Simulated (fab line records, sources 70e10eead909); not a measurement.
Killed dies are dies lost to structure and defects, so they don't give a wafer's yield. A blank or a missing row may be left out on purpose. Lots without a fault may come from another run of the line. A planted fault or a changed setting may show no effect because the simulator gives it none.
Which tool did it? | flow nand_harc | 14 lots, 42 wafers sampled, at 4 steps of a route of 1159

WHAT THE GAUGES READ, wafer by wafer
The record holds no reading of a measuring or inspecting step that can be judged against a usual standard deviation.

WHICH TOOL RAN EACH LOT (tool, then ch and the chambers of the sampled wafers, then the start)
lot  | NHARC_A_STAIRCASE_ETCH_221                    | NHARC_A_STAIRCASE_ETCH_232                    | NHARC_A_STAIRCASE_TRIM_235                    | NHARC_A_STAIRCASE_ETCH_253
L963 | rie_diel-03 ch 1,2,3, day 11 01:49 or earlier | rie_diel-11 ch 0,1,2, day 11 01:49 or earlier | rie_diel-11 ch 0,2,3, day 11 01:49 or earlier | rie_diel-02 ch 0,1,2, day 11 01:49
L965 | rie_diel-03 ch 2,3, day 11 21:30 or earlier   | rie_diel-03 ch 2,3, day 11 21:30 or earlier   | rie_diel-03 ch 1,2, day 11 21:30 or earlier   | rie_diel-11 ch 2,3, day 11 21:30
L968 | rie_diel-02 ch 1,3, day 12 08:42 or earlier   | rie_diel-02 ch 0,2,3, day 12 08:42 or earlier | rie_diel-02 ch 1,3, day 12 08:42 or earlier   | rie_diel-11 ch 0,2,3, day 12 08:42
L970 | rie_diel-02 ch 0,3, day 13 04:43 or earlier   | rie_diel-02 ch 1,2,3, day 13 04:43 or earlier | rie_diel-02 ch 1,2,3, day 13 04:43 or earlier | rie_diel-02 ch 0,1,3, day 13 04:43
L969 | rie_diel-11 ch 1,2, day 13 04:33 or earlier   | rie_diel-11 ch 0,1,3, day 13 04:33 or earlier | rie_diel-11 ch 0,1,2, day 13 04:33 or earlier | rie_diel-02 ch 0,1, day 13 04:33
L971 | rie_diel-03 ch 0,3, day 13 08:26 or earlier   | rie_diel-11 ch 0,2,3, day 13 08:26 or earlier | rie_diel-11 ch 1,3, day 13 08:26 or earlier   | rie_diel-03 ch 0,2, day 13 08:26
L973 | rie_diel-03 ch 0,2, day 13 09:56 or earlier   | rie_diel-11 ch 0,1, day 13 09:56 or earlier   | rie_diel-11 ch 0,1,2, day 13 09:56 or earlier | rie_diel-02 ch 0,1,3, day 13 09:56
L975 | rie_diel-02 ch 0,1,2, day 14 17:34 or earlier | rie_diel-11 ch 1,2,3, day 14 17:34 or earlier | rie_diel-11 ch 0,1,2, day 14 17:34 or earlier | rie_diel-03 ch 0,1,3, day 14 17:34
L978 | rie_diel-03 ch 0,1, day 14 22:31 or earlier   | rie_diel-03 ch 0,1, day 14 22:31 or earlier   | rie_diel-03 ch 0,1,3, day 14 22:31 or earlier | rie_diel-03 ch 0,3, day 14 22:31
L982 | rie_diel-02 ch 0,2,3, day 15 18:53 or earlier | rie_diel-11 ch 0,1, day 15 18:53 or earlier   | rie_diel-11 ch 1,2,3, day 15 18:53 or earlier | rie_diel-11 ch 1,2,3, day 15 18:53
L983 | rie_diel-03 ch 0,1,2, day 15 19:28 or earlier | rie_diel-02 ch 1,2,3, day 15 19:28 or earlier | rie_diel-02 ch 1,2, day 15 19:28 or earlier   | rie_diel-11 ch 0,3, day 15 19:28
L985 | rie_diel-02 ch 0,1, day 16 14:44 or earlier   | rie_diel-02 ch 0,1,3, day 16 14:44 or earlier | rie_diel-02 ch 0,1,3, day 16 14:44 or earlier | rie_diel-02 ch 2,3, day 16 14:44
L984 | rie_diel-03 ch 0,2, day 16 15:30 or earlier   | rie_diel-03 ch 0,2, day 16 15:30 or earlier   | rie_diel-03 ch 0,2,3, day 16 15:30 or earlier | rie_diel-02 ch 0,2,3, day 16 15:30
L986 | rie_diel-02 ch 1,3, day 16 22:19 or earlier   | rie_diel-03 ch 0,1,2, day 16 22:19 or earlier | rie_diel-03 ch 0,1,2, day 16 22:19 or earlier | rie_diel-02 ch 1,2,3, day 16 22:19
- NHARC_A_STAIRCASE_ETCH_221: etches the open film in C4F8/O2, target depth 100 nm, time 40.5 s.
- NHARC_A_STAIRCASE_ETCH_232: etches the open film in C4F8/O2, target depth 100 nm, time 40.5 s.
- NHARC_A_STAIRCASE_TRIM_235: chemistry O2, time 211.2 s.
- NHARC_A_STAIRCASE_ETCH_253: etches the open film in C4F8/O2, target depth 50 nm, time 20.2 s.

WHAT THE TOOLS THEMSELVES READ (means of the sampled wafers that have a number; where no wafer has one, the mark that the record gives instead)
NHARC_A_STAIRCASE_ETCH_221.
lot  | tool        | oes_product_au (a.u.) | rf_vpp_V (V) | run_length_s (s)
L963 | rie_diel-03 | 0.932                 | 896          | 61.81
L965 | rie_diel-03 | 0.928                 | 893          | 61.69
L968 | rie_diel-02 | 0.961                 | 898          | 61.80
L970 | rie_diel-02 | 0.921                 | 901          | 61.70
L969 | rie_diel-11 | 0.923                 | 887          | 61.90
L971 | rie_diel-03 | 0.950                 | 899          | 61.87
L973 | rie_diel-03 | 0.955                 | 904          | 62.09
L975 | rie_diel-02 | 0.941                 | 901          | 61.62
L978 | rie_diel-03 | 0.936                 | 900          | 61.67
L982 | rie_diel-02 | 0.941                 | 898          | 61.96
L983 | rie_diel-03 | 0.964                 | 900          | 61.63
L985 | rie_diel-02 | 0.946                 | 902          | 61.75
L984 | rie_diel-03 | 0.940                 | 904          | 61.92
L986 | rie_diel-02 | 0.946                 | 897          | 61.66

NHARC_A_STAIRCASE_ETCH_232.
lot  | tool        | oes_product_au (a.u.) | rf_vpp_V (V) | run_length_s (s)
L963 | rie_diel-11 | 0.935                 | 894          | 61.6
L965 | rie_diel-03 | 0.943                 | 894          | 62.0
L968 | rie_diel-02 | 0.948                 | 899          | 62.0
L970 | rie_diel-02 | 0.942                 | 896          | 61.6
L969 | rie_diel-11 | 0.917                 | 894          | 61.6
L971 | rie_diel-11 | 0.946                 | 894          | 61.7
L973 | rie_diel-11 | 0.948                 | 894          | 61.4
L975 | rie_diel-11 | 0.923                 | 888          | 61.6
L978 | rie_diel-03 | 0.931                 | 900          | 61.8
L982 | rie_diel-11 | 0.916                 | 893          | 61.7
L983 | rie_diel-02 | 0.961                 | 896          | 61.9
L985 | rie_diel-02 | 0.945                 | 899          | 61.8
L984 | rie_diel-03 | 0.951                 | 905          | 61.8
L986 | rie_diel-03 | 0.945                 | 899          | 61.7

NHARC_A_STAIRCASE_TRIM_235.
lot  | tool        | drypump_motor_current_A (A) | mfc_ar_sccm (sccm) | oes_product_au (a.u.) | rf_vpp_V (V) | showerhead_plenum_p_Torr (Torr) | throttle_valve_pct (%)
L963 | rie_diel-11 | 6.1                         | 0.006              | 0.990                 | 57.7         | 3.49                            | 17.038
L965 | rie_diel-03 | 5.4                         | 0.017              | 0.999                 | 58.5         | 3.66                            | 17.040
L968 | rie_diel-02 | 6.2                         | 0.021              | 1.008                 | 57.2         | 3.59                            | 17.032
L970 | rie_diel-02 | 6.3                         | 0.012              | 1.009                 | 57.6         | 3.56                            | 17.032
L969 | rie_diel-11 | 6.1                         | 0.006              | 0.986                 | 56.7         | 3.47                            | 17.040
L971 | rie_diel-11 | 5.4                         | 0.000              | 0.972                 | 57.5         | 3.33                            | 17.037
L973 | rie_diel-11 | 6.2                         | 0.006              | 0.998                 | 57.6         | 3.47                            | 17.040
L975 | rie_diel-11 | 6.1                         | 0.006              | 0.988                 | 56.9         | 3.47                            | 17.037
L978 | rie_diel-03 | 5.5                         | 0.000              | 0.992                 | 58.0         | 3.50                            | 17.042
L982 | rie_diel-11 | 5.7                         | 0.006              | 0.983                 | 57.4         | 3.32                            | 17.032
L983 | rie_diel-02 | 6.7                         | 0.018              | 1.020                 | 58.4         | 3.63                            | 17.032
L985 | rie_diel-02 | 5.7                         | 0.012              | 1.017                 | 58.4         | 3.61                            | 17.031
L984 | rie_diel-03 | 5.6                         | 0.009              | 1.011                 | 58.8         | 3.60                            | 17.043
L986 | rie_diel-03 | 5.5                         | 0.009              | 1.018                 | 57.5         | 3.64                            | 17.034

NHARC_A_STAIRCASE_ETCH_253.
lot  | tool        | oes_product_au (a.u.) | rf_vpp_V (V) | run_length_s (s)
L963 | rie_diel-02 | 0.961                 | 901          | 41.35
L965 | rie_diel-11 | 0.943                 | 890          | 41.40
L968 | rie_diel-11 | 0.953                 | 894          | 41.49
L970 | rie_diel-02 | 0.974                 | 900          | 41.42
L969 | rie_diel-02 | 0.929                 | 903          | 41.38
L971 | rie_diel-03 | 0.976                 | 905          | 41.42
L973 | rie_diel-02 | 0.962                 | 899          | 41.26
L975 | rie_diel-03 | 0.942                 | 894          | 41.40
L978 | rie_diel-03 | 0.963                 | 893          | 41.57
L982 | rie_diel-11 | 0.950                 | 888          | 31.13
L983 | rie_diel-11 | 0.946                 | 899          | 31.34
L985 | rie_diel-02 | 0.964                 | 896          | 41.57
L984 | rie_diel-02 | 0.959                 | 899          | 41.64
L986 | rie_diel-02 | 0.950                 | 897          | 41.39

THE ANSWER, worked out from the rows above alone
Rule: what is usual is taken from the lots themselves. Put in order of their means at a reading, lots are off if they are a third of the lots or fewer, leave a main group of 4 or more, and stand apart from it by a gap of 3 or more times the standard deviation of the main group's means; of several such gaps the widest counts. A main group whose means are all the same, to the digits that the tables above print for the reading, isn't used. A lot without any number at a reading at which 4 lots or more have one is off too. The other lots that the step has rows for count as sound. The gauges are gone through in route order, then the tools' own readings, and for those a lot's mean is taken as printed above. The first step at which some lot is off is used, and at that step the reading that is off furthest; a lot without a number counts as furthest.
Off: L982, L983, at NHARC_A_STAIRCASE_ETCH_253 (run_length_s). The main group: mean 41.44 s, standard deviation 0.1.
A tool fits if, at that step or a process step before it, it ran every lot that is off, and no sound lot after the first of them. NHARC_A_STAIRCASE_ETCH_221 gives no start for some lots, so the hours and the order of its lots are those of NHARC_A_STAIRCASE_ETCH_253. NHARC_A_STAIRCASE_ETCH_232 gives no start for some lots, so the hours and the order of its lots are those of NHARC_A_STAIRCASE_ETCH_253. NHARC_A_STAIRCASE_TRIM_235 gives no start for some lots, so the hours and the order of its lots are those of NHARC_A_STAIRCASE_ETCH_253. One fits: rie_diel-11 at NHARC_A_STAIRCASE_ETCH_253. Its last sound lot is L968 (day 12 08:42), its first lot that is off L982 (day 15 18:53): a fault that began between those two fits.
The tool's own readings at NHARC_A_STAIRCASE_ETCH_253 bear it out: on the lots that are off they differ by more than 5 times the standard deviation of the sound lots' means. run_length_s reads 31.23 s there against 41.44 s on the sound lots.

WHAT THE SIMULATOR HAD PUT IN
Process parameter drift: rie_diel-11, from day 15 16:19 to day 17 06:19, at NHARC_A_STAIRCASE_ETCH_253. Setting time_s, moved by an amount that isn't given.
Lots struck among those shown: L982, L983. The rule above found the same.
